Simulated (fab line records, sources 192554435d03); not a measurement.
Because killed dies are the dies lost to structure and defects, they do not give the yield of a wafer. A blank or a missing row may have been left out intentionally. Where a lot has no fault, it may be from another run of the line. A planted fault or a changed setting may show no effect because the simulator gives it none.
Code-filled problem report in 8D (eight disciplines) form	flow n5Finfet	the parts of the form that need people (team, actions taken, sign-off) are left out

== 1. WHAT IS WRONG ==
chamberPressureMTorr at N5_BEOL_M7_STRIP_19 reads a mean of 20.96 mTorr on 2 wafers of 2 lots; wafers without a fault read 30.00 mTorr with a standard deviation of 0.035. So: -99 or more standard deviations from the usual mean.
The step: strips in O2.
Earliest sighting: wafer L789.4 on rieDiel-02 at day 11 07:20. Wafers with a number at this step in the record: 32, from 11 lots. By rule, "out" or "out of limits" means more than 4 standard deviations away from the usual mean. The rest of the wafers with a number are treated as sound.

== 2. WHAT IT IS, AND WHAT IT ISN'T ==
question	is	is not
which readings at this step	chamberPressureMTorr	drypumpMotorCurrentA, oesProductAu, rfVppV, throttleValvePct
which lots	L789, L793	L783, L784, L795, L799, L800, L802, L803, L804, L805
which wafers of those lots	L789.4, L793.6	L789.1, L789.5, L793.3, L793.5
read on which tools	rieDiel-02	rieDiel-04, rieDiel-05
when	from day 11 07:20	up to then (8 sound wafers); but 22 sound wafers of L793, L795, L799, L800, L802, L803, L804, L805 came after

== 3. THE SUSPECTS, EACH WITH WHAT RULES IT OUT ==
Counting: a tool at a process step up to the reading stays a suspect if it ran every lot that is out. Sound lots after the first of them don't rule it out here, since some wafers of a struck lot are sound.
- rieDiel-02 at N5_BEOL_M7_STRIP_19 (strips in O2): kept. Every lot that is out went through it, the first being L789 (day 11 07:20); the last sound lot it ran before that was L783 (day 9 21:29). Its own readings are out on those wafers: chamberPressureMTorr.
- In rieDiel-02 at N5_BEOL_M7_STRIP_19, the wafers that are out were processed in chamber 0 and their sound lot-mates in chambers 1, 3.
Left after counting: rieDiel-02 at N5_BEOL_M7_STRIP_19.

== 4. THE CAUSE (what the simulator had put in) ==
rieDiel-02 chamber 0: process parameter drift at N5_BEOL_M7_STRIP_19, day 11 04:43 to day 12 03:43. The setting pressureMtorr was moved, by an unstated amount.
Counting left only this tool.

== 5. SEQUENCE OF EFFECTS, ordered by route ==
One row per reading whose mean, taken over the struck wafers that have a number, lies over 3 standard deviations from the usual. Scope: only readings with a usual standard deviation given in the record; hours: median across lots of the time from each lot's start at the first step in this table that gives one to its start at this step; sigmas: change in usual standard deviations.
hours	step	reading	usual	on struck wafers	change	sigmas
0	N5_BEOL_M7_STRIP_19	chamberPressureMTorr	30.00 mTorr	20.96	-9.04	-99 or more
Process steps it contains:
- N5_BEOL_M7_STRIP_19: strips in O2.

== 6. WHAT WOULD HAVE CAUGHT IT SOONER ==
3 hours passed between the start of the fault at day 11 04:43 and the first reading out of limits in this record, taken at day 11 07:20.
